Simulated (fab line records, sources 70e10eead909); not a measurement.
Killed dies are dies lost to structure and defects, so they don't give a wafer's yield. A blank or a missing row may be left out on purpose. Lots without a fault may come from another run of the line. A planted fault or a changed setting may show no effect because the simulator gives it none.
Which tool did it? | flow nand_harc | 23 lots, 69 wafers sampled, at 6 steps of a route of 1159

WHAT THE GAUGES READ, wafer by wafer
NHARC_P_M2_OVL_MEAS_10: pitch 340 nm. Usual: overlay_x_nm -0.1 nm, standard deviation 0.84; overlay_y_nm 0.1 nm, standard deviation 0.73.
lot  | measured     | on         | overlay_x_nm (nm) | overlay_y_nm (nm) | flag
L074 | day 6 03:04  | overlay-02 | -0.1 0.3 -0.2     | 0.6 0.2 0.0       |
L075 | day 6 04:05  | overlay-02 | -0.1 -0.3 0.1     | 0.0 -0.1 0.0      |
L077 | day 6 14:31  | overlay-02 | 1.3 0.9 0.5       | 0.1 0.1 -0.4      |
L076 | day 6 18:34  | overlay-01 | 1.7 0.3 1.3       | 1.3 1.5 0.5       |
L078 | day 7 03:29  | overlay-01 | -0.3 -0.7 -0.6    | -0.2 0.5 0.6      |
L079 | day 7 14:20  | overlay-02 | -0.4 -0.3 -0.6    | -0.4 -0.1 -0.5    |
L080 | day 7 17:25  | overlay-02 | -0.7 -0.8 -0.7    | 0.7 0.6 1.2       |
L083 | day 8 01:25  | overlay-02 | -0.8 -0.9 -0.4    | 0.1 0.4 -0.1      |
L082 | day 8 01:04  | overlay-01 | -0.1 -0.1 0.1     | -0.3 -0.1 -0.2    |
L081 | day 8 01:34  | overlay-02 | -0.7 -0.6 -0.7    | -0.4 -0.5 -0.5    |
L085 | day 8 18:08  | overlay-02 | 1.9 1.2 1.2       | 0.4 0.1 0.2       |
L084 | day 8 18:35  | overlay-02 | -1.1 -1.1 -1.5    | -0.2 -0.2 -0.4    |
L086 | day 9 15:55  | overlay-01 | -1.0 -0.6 -1.0    | 0.9 0.5 1.1       |
L088 | day 9 16:38  | overlay-02 | -0.2 -0.4 -0.5    | -1.4 -1.2 -1.5    |
L087 | day 9 17:07  | overlay-01 | 0.8 0.7 0.9       | 0.2 -0.1 0.1      |
L089 | day 10 02:34 | overlay-02 | -1.0 -0.7 -0.4    | 1.5 1.6 1.3       |
L090 | day 10 03:14 | overlay-02 | -0.9 -0.4 -0.7    | -0.7 -1.1 -0.6    |
L091 | day 10 17:32 | overlay-02 | 1.4 0.9 0.9       | -1.1 -1.1 -1.4    |
L092 | day 10 18:17 | overlay-01 | -0.1 -0.1 -0.4    | 1.3 1.3 1.5       |
L093 | day 10 19:51 | overlay-01 | 1.0 0.7 1.3       | 0.7 0.2 0.9       |
L095 | day 11 12:32 | overlay-01 | 0.7 0.7 0.5       | -1.2 -0.9 -1.1    |
L096 | day 11 13:14 | overlay-01 | -0.8 -1.1 -0.9    | -0.1 0.1 0.1      |
L097 | day 12 12:28 | overlay-02 | -0.2 -0.4 -0.4    | -0.4 0.0 -0.4     |

WHICH TOOL RAN EACH LOT (tool, then ch and the chambers of the sampled wafers, then the start)
lot  | NHARC_P_M0_DESCUM_14               | NHARC_P_M0_ETCH_34                 | NHARC_P_M1_STRIP_18                | NHARC_P_M1_PRE_CLEAN_30                 | NHARC_P_M1_PVD_20
L074 | rie_diel-09 ch 0,1,3, day 5 18:12  | rie_diel-09 ch 0,1, day 5 18:17    | rie_diel-02 ch 1,2, day 5 23:05    | pvd_sputter-01, day 6 03:04 or earlier  | pvd_sputter-01, day 6 03:04 or earlier
L075 | rie_diel-01 ch 1,2,3, day 5 19:17  | rie_diel-01 ch 0,2,3, day 5 19:22  | rie_diel-07 ch 0,1,2, day 5 23:43  | pvd_sputter-03, day 6 04:05 or earlier  | pvd_sputter-03, day 6 04:05 or earlier
L077 | rie_diel-01 ch 1,2, day 6 06:29    | rie_diel-01 ch 0,2,3, day 6 06:34  | rie_diel-02 ch 0,2, day 6 10:52    | pvd_sputter-02, day 6 14:31 or earlier  | pvd_sputter-02, day 6 14:31 or earlier
L076 | rie_diel-09 ch 2,3, day 6 10:25    | rie_diel-09 ch 0,2,3, day 6 10:30  | rie_diel-04 ch 0,1,3, day 6 14:52  | pvd_sputter-01, day 6 18:34 or earlier  | pvd_sputter-01, day 6 18:34 or earlier
L078 | rie_diel-05 ch 0,3, day 6 19:20    | rie_diel-05 ch 0,1,2, day 6 19:25  | rie_diel-02 ch 0,2,3, day 6 23:46  | pvd_sputter-01, day 7 03:29 or earlier  | pvd_sputter-01, day 7 03:29 or earlier
L079 | rie_diel-09 ch 0,1,3, day 7 06:18  | rie_diel-09 ch 0,1,3, day 7 06:22  | rie_diel-04 ch 0,1, day 7 10:37    | pvd_sputter-03, day 7 14:20 or earlier  | pvd_sputter-03, day 7 14:20 or earlier
L080 | rie_diel-09 ch 1,3, day 7 09:18    | rie_diel-09 ch 0,1,3, day 7 09:23  | rie_diel-04 ch 2,3, day 7 13:44    | pvd_sputter-02, day 7 17:25 or earlier  | pvd_sputter-02, day 7 17:25 or earlier
L083 | rie_diel-01 ch 0,2,3, day 7 16:10  | rie_diel-01 ch 1,2,3, day 7 16:16  | rie_diel-02 ch 0,2,3, day 7 21:11  | pvd_sputter-02, day 8 01:25 or earlier  | pvd_sputter-02, day 8 01:25 or earlier
L082 | rie_diel-09 ch 0,2,3, day 7 16:20  | rie_diel-09 ch 2,3, day 7 16:25    | rie_diel-07 ch 2,3, day 7 20:46    | pvd_sputter-03, day 8 01:04 or earlier  | pvd_sputter-03, day 8 01:04 or earlier
L081 | rie_diel-05 ch 0,2,3, day 7 16:47  | rie_diel-05 ch 1,2,3, day 7 16:52  | rie_diel-07 ch 0,1,3, day 7 21:30  | pvd_sputter-03, day 8 01:34 or earlier  | pvd_sputter-03, day 8 01:34 or earlier
L085 | rie_diel-09 ch 0,1,2, day 8 10:02  | rie_diel-09 ch 2,3, day 8 10:07    | rie_diel-02 ch 0,1,2, day 8 14:28  | pvd_sputter-01, day 8 18:08 or earlier  | pvd_sputter-01, day 8 18:08 or earlier
L084 | rie_diel-09 ch 1,2,3, day 8 10:22  | rie_diel-09 ch 0,1,2, day 8 10:28  | rie_diel-04 ch 1,2,3, day 8 14:52  | pvd_sputter-02, day 8 18:35 or earlier  | pvd_sputter-02, day 8 18:35 or earlier
L086 | rie_diel-09 ch 0,1,3, day 9 07:53  | rie_diel-09 ch 0,2, day 9 07:58    | rie_diel-02 ch 2,3, day 9 12:12    | pvd_sputter-01, day 9 15:55 or earlier  | pvd_sputter-01, day 9 15:55 or earlier
L088 | rie_diel-05 ch 1,2,3, day 9 08:28  | rie_diel-05 ch 0,2,3, day 9 08:32  | rie_diel-02 ch 1,2,3, day 9 12:57  | pvd_sputter-02, day 9 16:38 or earlier  | pvd_sputter-02, day 9 16:38 or earlier
L087 | rie_diel-01 ch 0,1,3, day 9 08:59  | rie_diel-01 ch 0,1,3, day 9 09:03  | rie_diel-02 ch 0,1, day 9 13:28    | pvd_sputter-01, day 9 17:07 or earlier  | pvd_sputter-01, day 9 17:07 or earlier
L089 | rie_diel-09 ch 2,3, day 9 18:07    | rie_diel-09 ch 0,1,2, day 9 18:11  | rie_diel-04 ch 0,2, day 9 22:50    | pvd_sputter-03, day 10 02:34 or earlier | pvd_sputter-03, day 10 02:34 or earlier
L090 | rie_diel-09 ch 1,2,3, day 9 19:06  | rie_diel-09 ch 0,2,3, day 9 19:11  | rie_diel-07 ch 1,2,3, day 9 23:28  | pvd_sputter-03, day 10 03:14 or earlier | pvd_sputter-03, day 10 03:14 or earlier
L091 | rie_diel-09 ch 0,3, day 10 09:22   | rie_diel-09 ch 0,1,2, day 10 09:27 | rie_diel-02 ch 2,3, day 10 13:52   | pvd_sputter-03, day 10 17:32 or earlier | pvd_sputter-03, day 10 17:32 or earlier
L092 | rie_diel-05 ch 2,3, day 10 09:55   | rie_diel-05 ch 0,3, day 10 10:00   | rie_diel-02 ch 0,1,3, day 10 14:31 | pvd_sputter-02, day 10 18:17 or earlier | pvd_sputter-02, day 10 18:17 or earlier
L093 | rie_diel-05 ch 0,1,3, day 10 11:31 | rie_diel-05 ch 1,2,3, day 10 11:35 | rie_diel-02 ch 2,3, day 10 16:08   | pvd_sputter-02, day 10 19:51 or earlier | pvd_sputter-02, day 10 19:51 or earlier
L095 | rie_diel-09 ch 1,2, day 11 03:44   | rie_diel-09 ch 0,3, day 11 03:49   | rie_diel-02 ch 0,2,3, day 11 08:53 | pvd_sputter-03, day 11 12:32 or earlier | pvd_sputter-03, day 11 12:32 or earlier
L096 | rie_diel-01 ch 0,2,3, day 11 04:09 | rie_diel-01 ch 0,1,3, day 11 04:14 | rie_diel-02 ch 0,2,3, day 11 09:35 | pvd_sputter-03, day 11 13:14 or earlier | pvd_sputter-03, day 11 13:14 or earlier
L097 | rie_diel-01 ch 0,2,3, day 12 04:19 | rie_diel-01 ch 0,2,3, day 12 04:24 | rie_diel-02 ch 0,1, day 12 08:51   | pvd_sputter-01, day 12 12:28 or earlier | pvd_sputter-01, day 12 12:28 or earlier
- NHARC_P_M0_DESCUM_14: chemistry O2, time 3 s.
- NHARC_P_M0_ETCH_34: etches the open film in N2/H2, target depth 40 nm, overetch 12 nm, time 43.94 s.
- NHARC_P_M1_STRIP_18: strips in N2/H2.
- NHARC_P_M1_PRE_CLEAN_30: time 30 s.
- NHARC_P_M1_PVD_20: deposits TaN, target thk 5 nm, time 8.06 s.

WHAT THE TOOLS THEMSELVES READ (means of the sampled wafers that have a number; where no wafer has one, the mark that the record gives instead)
NHARC_P_M0_DESCUM_14. Usual: drypump_motor_current_A 5.9 A, standard deviation 0.4; mfc_ar_sccm 0.008 sccm, standard deviation 0.011; o2_flow_sccm 200.1 sccm, standard deviation 0.55; oes_product_au 1.005 a.u., standard deviation 0.014; rf_vpp_V 58.0 V, standard deviation 0.96; showerhead_plenum_p_Torr 1.96 Torr, standard deviation 0.082; throttle_valve_pct 11.310 %, standard deviation 0.009.
lot  | tool        | drypump_motor_current_A (A) | mfc_ar_sccm (sccm) | o2_flow_sccm (sccm) | oes_product_au (a.u.) | rf_vpp_V (V) | showerhead_plenum_p_Torr (Torr) | throttle_valve_pct (%) | flag
L074 | rie_diel-09 | 6.2                         | 0.003              | 199.8               | 0.990                 | 58.4         | 2.02                            | 11.309                 |
L075 | rie_diel-01 | 5.7                         | 0.004              | 200.4               | 0.995                 | 58.1         | 1.89                            | 11.307                 |
L077 | rie_diel-01 | 5.8                         | 0.005              | 200.4               | 0.994                 | 57.6         | 1.85                            | 11.303                 |
L076 | rie_diel-09 | 6.2                         | 0.003              | 199.6               | 1.013                 | 58.5         | 2.05                            | 11.325                 |
L078 | rie_diel-05 | 6.0                         | 0.007              | 199.8               | 1.003                 | 58.4         | 1.97                            | 11.310                 |
L079 | rie_diel-09 | 6.2                         | 0.003              | 200.2               | 1.006                 | 58.0         | 2.02                            | 11.309                 |
L080 | rie_diel-09 | 6.4                         | 0.003              | 200.3               | 1.000                 | 58.1         | 2.02                            | 11.312                 |
L083 | rie_diel-01 | 5.8                         | 0.014              | 199.5               | 1.000                 | 57.1         | 1.87                            | 11.311                 |
L082 | rie_diel-09 | 6.0                         | 0.003              | 200.2               | 1.012                 | 58.2         | 2.03                            | 11.320                 |
L081 | rie_diel-05 | 5.9                         | 0.021              | 200.3               | 1.002                 | 57.9         | 1.90                            | 11.309                 |
L085 | rie_diel-09 | 6.3                         | 0.000              | 200.1               | 1.001                 | 58.4         | 2.01                            | 11.311                 |
L084 | rie_diel-09 | 6.3                         | 0.003              | 200.7               | 1.017                 | 57.1         | 2.03                            | 11.306                 |
L086 | rie_diel-09 | 6.2                         | 0.003              | 199.8               | 0.999                 | 58.4         | 2.02                            | 11.316                 |
L088 | rie_diel-05 | 5.7                         | 0.018              | 199.8               | 1.004                 | 58.5         | 1.90                            | 11.322                 |
L087 | rie_diel-01 | 5.6                         | 0.011              | 199.5               | 1.015                 | 58.3         | 1.92                            | 11.314                 |
L089 | rie_diel-09 | 6.2                         | 0.003              | 200.5               | 1.022                 | 58.2         | 2.05                            | 11.313                 |
L090 | rie_diel-09 | 6.3                         | 0.003              | 200.2               | 1.011                 | 57.4         | 2.03                            | 11.309                 |
L091 | rie_diel-09 | 5.9                         | 0.003              | 200.6               | 0.992                 | 58.8         | 2.01                            | 11.306                 |
L092 | rie_diel-05 | 5.9                         | 0.027              | 199.9               | 0.996                 | 57.7         | 1.87                            | 11.309                 |
L093 | rie_diel-05 | 5.7                         | 0.012              | 199.4               | 1.002                 | 57.5         | 1.94                            | 11.306                 |
L095 | rie_diel-09 | 6.6                         | 0.000              | 199.8               | 1.002                 | 58.3         | 2.01                            | 11.310                 |
L096 | rie_diel-01 | 5.8                         | 0.014              | 199.8               | 1.010                 | 58.1         | 1.86                            | 11.304                 |
L097 | rie_diel-01 | 5.8                         | 0.014              | 200.2               | 0.995                 | 57.9         | 1.86                            | 11.311                 |

NHARC_P_M0_ETCH_34. Usual: drypump_motor_current_A 6.0 A, standard deviation 0.4; mfc_ar_sccm 0.008 sccm, standard deviation 0.012; n2_flow_sccm 150.0 sccm, standard deviation 0.44; oes_product_au 1.003 a.u., standard deviation 0.015; rf_vpp_V 431.8 V, standard deviation 2.5; showerhead_plenum_p_Torr 2.09 Torr, standard deviation 0.088; throttle_valve_pct 14.172 %, standard deviation 0.0087.
lot  | tool        | drypump_motor_current_A (A) | mfc_ar_sccm (sccm) | n2_flow_sccm (sccm) | oes_product_au (a.u.) | rf_vpp_V (V) | showerhead_plenum_p_Torr (Torr) | throttle_valve_pct (%) | flag
L074 | rie_diel-09 | 6.4                         | 0.000              | 150.1               | 0.983                 | 433.1        | 2.14                            | 14.175                 |
L075 | rie_diel-01 | 5.8                         | 0.014              | 149.6               | 0.986                 | 428.5        | 1.99                            | 14.167                 |
L077 | rie_diel-01 | 5.8                         | 0.014              | 150.0               | 0.997                 | 429.4        | 1.99                            | 14.170                 |
L076 | rie_diel-09 | 6.0                         | 0.003              | 150.2               | 1.007                 | 433.8        | 2.17                            | 14.168                 |
L078 | rie_diel-05 | 5.6                         | 0.025              | 149.7               | 1.023                 | 428.3        | 1.99                            | 14.173                 |
L079 | rie_diel-09 | 6.2                         | 0.003              | 149.9               | 1.001                 | 433.7        | 2.15                            | 14.184                 |
L080 | rie_diel-09 | 6.2                         | 0.003              | 149.9               | 0.996                 | 433.1        | 2.15                            | 14.180                 |
L083 | rie_diel-01 | 5.7                         | 0.004              | 150.2               | 1.004                 | 429.8        | 2.01                            | 14.176                 |
L082 | rie_diel-09 | 6.0                         | 0.006              | 150.4               | 1.023                 | 434.4        | 2.19                            | 14.169                 |
L081 | rie_diel-05 | 5.7                         | 0.018              | 150.0               | 1.005                 | 430.7        | 2.03                            | 14.159                 |
L085 | rie_diel-09 | 6.1                         | 0.006              | 149.8               | 1.027                 | 434.6        | 2.19                            | 14.174                 |
L084 | rie_diel-09 | 6.3                         | 0.000              | 149.4               | 0.995                 | 432.2        | 2.14                            | 14.173                 |
L086 | rie_diel-09 | 6.2                         | 0.000              | 150.2               | 1.000                 | 432.4        | 2.16                            | 14.173                 |
L088 | rie_diel-05 | 5.8                         | 0.021              | 150.6               | 1.006                 | 430.3        | 2.02                            | 14.167                 |
L087 | rie_diel-01 | 5.6                         | 0.011              | 149.9               | 0.996                 | 429.8        | 2.04                            | 14.180                 |
L089 | rie_diel-09 | 6.3                         | 0.000              | 150.3               | 0.990                 | 434.0        | 2.14                            | 14.166                 |
L090 | rie_diel-09 | 6.1                         | 0.003              | 149.6               | 1.003                 | 434.6        | 2.17                            | 14.164                 |
L091 | rie_diel-09 | 6.3                         | 0.000              | 149.9               | 0.995                 | 433.9        | 2.14                            | 14.186                 |
L092 | rie_diel-05 | 6.0                         | 0.007              | 150.0               | 0.993                 | 431.8        | 2.09                            | 14.163                 |
L093 | rie_diel-05 | 5.7                         | 0.018              | 150.0               | 0.993                 | 430.1        | 2.03                            | 14.175                 |
L095 | rie_diel-09 | 5.9                         | 0.003              | 149.6               | 0.995                 | 433.7        | 2.15                            | 14.171                 |
L096 | rie_diel-01 | 5.6                         | 0.011              | 149.8               | 1.011                 | 430.6        | 2.04                            | 14.170                 |
L097 | rie_diel-01 | 5.8                         | 0.014              | 149.9               | 1.002                 | 429.2        | 1.99                            | 14.166                 |

NHARC_P_M1_STRIP_18. Usual: drypump_motor_current_A 5.7 A, standard deviation 0.49; mfc_ar_sccm 0.010 sccm, standard deviation 0.011; n2_flow_sccm 150.0 sccm, standard deviation 0.47; oes_product_au 1.002 a.u., standard deviation 0.012; rf_vpp_V 90.8 V, standard deviation 1; showerhead_plenum_p_Torr 2.07 Torr, standard deviation 0.054; throttle_valve_pct 14.171 %, standard deviation 0.0092.
lot  | tool        | drypump_motor_current_A (A) | mfc_ar_sccm (sccm) | n2_flow_sccm (sccm) | oes_product_au (a.u.) | rf_vpp_V (V) | showerhead_plenum_p_Torr (Torr) | throttle_valve_pct (%) | flag
L074 | rie_diel-02 | 5.6                         | 0.010              | 149.9               | 1.002                 | 91.6         | 2.08                            | 14.170                 |
L075 | rie_diel-07 | 5.8                         | 0.003              | 150.0               | 1.009                 | 90.4         | 2.02                            | 14.176                 |
L077 | rie_diel-02 | 5.4                         | 0.021              | 150.1               | 0.999                 | 91.6         | 2.11                            | 14.172                 |
L076 | rie_diel-04 | 5.5                         | 0.017              | 150.4               | 1.003                 | 90.7         | 2.00                            | 14.170                 |
L078 | rie_diel-02 | 5.6                         | 0.013              | 149.6               | 1.005                 | 91.6         | 2.09                            | 14.175                 |
L079 | rie_diel-04 | 5.7                         | 0.023              | 150.4               | 1.005                 | 91.1         | 2.04                            | 14.173                 |
L080 | rie_diel-04 | 5.5                         | 0.010              | 150.1               | 0.997                 | 90.4         | 2.03                            | 14.162                 |
L083 | rie_diel-02 | 5.5                         | 0.013              | 150.1               | 0.994                 | 91.8         | 2.09                            | 14.160                 |
L082 | rie_diel-07 | 6.0                         | 0.000              | 150.5               | 1.016                 | 90.3         | 2.06                            | 14.178                 |
L081 | rie_diel-07 | 6.0                         | 0.003              | 149.9               | 1.006                 | 90.7         | 2.06                            | 14.175                 |
L085 | rie_diel-02 | 5.7                         | 0.011              | 149.9               | 0.990                 | 90.1         | 2.08                            | 14.170                 |
L084 | rie_diel-04 | 5.6                         | 0.012              | 149.9               | 0.998                 | 91.3         | 2.02                            | 14.173                 |
L086 | rie_diel-02 | 5.4                         | 0.016              | 150.3               | 0.996                 | 90.8         | 2.09                            | 14.170                 |
L088 | rie_diel-02 | 5.5                         | 0.013              | 149.7               | 1.002                 | 91.1         | 2.08                            | 14.168                 |
L087 | rie_diel-02 | 6.1                         | 0.000              | 150.2               | 0.990                 | 90.2         | 2.05                            | 14.177                 |
L089 | rie_diel-04 | 5.8                         | 0.016              | 149.3               | 1.013                 | 90.5         | 2.12                            | 14.163                 |
L090 | rie_diel-07 | 6.2                         | 0.001              | 150.5               | 1.010                 | 91.1         | 2.06                            | 14.167                 |
L091 | rie_diel-02 | 5.1                         | 0.023              | 150.1               | 1.004                 | 90.8         | 2.11                            | 14.166                 |
L092 | rie_diel-02 | 6.0                         | 0.003              | 150.0               | 0.994                 | 90.7         | 2.06                            | 14.174                 |
L093 | rie_diel-02 | 5.1                         | 0.023              | 150.2               | 0.999                 | 91.2         | 2.11                            | 14.168                 |
L095 | rie_diel-02 | 5.6                         | 0.013              | 149.5               | 1.001                 | 90.4         | 2.09                            | 14.175                 |
L096 | rie_diel-02 | 5.6                         | 0.013              | 149.8               | 1.005                 | 90.4         | 2.09                            | 14.172                 |
L097 | rie_diel-02 | 6.2                         | 0.001              | 149.7               | 0.991                 | 90.3         | 2.06                            | 14.175                 |

NHARC_P_M1_PRE_CLEAN_30. Usual: heater_power_w 396 W, standard deviation 25.
lot  | tool           | heater_power_w (W) | flag
L074 | pvd_sputter-01 | 399                |
L075 | pvd_sputter-03 | 398                |
L077 | pvd_sputter-02 | 405                |
L076 | pvd_sputter-01 | 409                |
L078 | pvd_sputter-01 | 435                |
L079 | pvd_sputter-03 | 388                |
L080 | pvd_sputter-02 | 389                |
L083 | pvd_sputter-02 | 398                |
L082 | pvd_sputter-03 | 389                |
L081 | pvd_sputter-03 | 384                |
L085 | pvd_sputter-01 | 399                |
L084 | pvd_sputter-02 | 402                |
L086 | pvd_sputter-01 | 378                |
L088 | pvd_sputter-02 | 404                |
L087 | pvd_sputter-01 | 385                |
L089 | pvd_sputter-03 | 402                |
L090 | pvd_sputter-03 | 375                |
L091 | pvd_sputter-03 | 380                |
L092 | pvd_sputter-02 | 397                |
L093 | pvd_sputter-02 | 395                |
L095 | pvd_sputter-03 | 399                |
L096 | pvd_sputter-03 | 369                |
L097 | pvd_sputter-01 | 410                |

NHARC_P_M1_PVD_20. Usual: throttle_valve_pct 29.7 %, standard deviation 1.7.
lot  | tool           | throttle_valve_pct (%) | flag
L074 | pvd_sputter-01 | 30.0                   |
L075 | pvd_sputter-03 | 31.6                   |
L077 | pvd_sputter-02 | 29.4                   |
L076 | pvd_sputter-01 | 30.0                   |
L078 | pvd_sputter-01 | 29.7                   |
L079 | pvd_sputter-03 | 29.6                   |
L080 | pvd_sputter-02 | 29.6                   |
L083 | pvd_sputter-02 | 28.8                   |
L082 | pvd_sputter-03 | 32.1                   |
L081 | pvd_sputter-03 | 31.6                   |
L085 | pvd_sputter-01 | 29.7                   |
L084 | pvd_sputter-02 | 29.6                   |
L086 | pvd_sputter-01 | 29.7                   |
L088 | pvd_sputter-02 | 29.4                   |
L087 | pvd_sputter-01 | 29.9                   |
L089 | pvd_sputter-03 | 32.1                   |
L090 | pvd_sputter-03 | 29.6                   |
L091 | pvd_sputter-03 | 31.4                   |
L092 | pvd_sputter-02 | 29.6                   |
L093 | pvd_sputter-02 | 29.1                   |
L095 | pvd_sputter-03 | 29.3                   |
L096 | pvd_sputter-03 | 31.2                   |
L097 | pvd_sputter-01 | 29.1                   |

THE ANSWER, worked out from the rows above alone
Rule: a lot is off if the mean of its wafers that have a number lies more than 3 standard deviations from the usual mean. A lot without any number at a reading at which 4 lots or more have one is off too. The other lots that the step has rows for count as sound. The gauges are gone through in route order, then the tools' own readings, and for those a lot's mean is taken as printed above. The first step at which some lot is off is used, and at that step the reading that is off furthest; a lot without a number counts as furthest.
No lot is off at any reading shown: from this, nothing can be told.

WHAT THE SIMULATOR HAD PUT IN
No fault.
